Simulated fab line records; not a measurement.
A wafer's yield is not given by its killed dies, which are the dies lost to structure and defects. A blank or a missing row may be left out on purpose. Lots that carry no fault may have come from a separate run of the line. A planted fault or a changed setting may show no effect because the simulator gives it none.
Matching of chambers    flow n5Finfet    4 sister chambers for N5_FIN_SAQP_ETCH_69 on rieDiel-03
The step etches SOC in N2/H2, stops on SiNx, target depth 150 nm. 4 wafers are shown with their chamber, then 7 later ones without.

## WAFERS, EACH WITH ITS CHAMBER
wafer   chamber  drypumpMotorCurrentA (A)
L083.5  0        5.1
L086.5  1        6.3
L094.1  2        5.5
L094.4  3        5.9

## WAFERS MISSING THEIR CHAMBER
wafer   drypumpMotorCurrentA (A)
L094.6  5.1
L095.2  5.9
L095.3  5.1
L095.6  5.5
L097.1  6.3
L097.4  5.5
L097.6  6.4

## CHAMBER TAKEN BY EACH
wafer   from the rows above  in truth
L094.6  0                    0
L095.2  3                    3
L095.3  0                    0
L095.6  2                    2
L097.1  1                    1
L097.4  2                    2
L097.6  1                    1
Correctly placed: 7 of 7. Can't be placed from these rows: 0. Number placed wrongly: 0.
How it was worked out, from the rows above alone: a wafer's distance from a chamber is the root of the sum, over the readings, of the square of ((its reading less the chamber's mean) divided by the reading's scatter). The wafer belongs to the nearest chamber; if the next one is less than 2 further off, it can't be placed. The mean given for a chamber averages the wafers shown for that chamber. The scatter (one wafer shown for each chamber): square how far every hidden wafer sits from the nearest shown wafer, average those squares and take the square root.
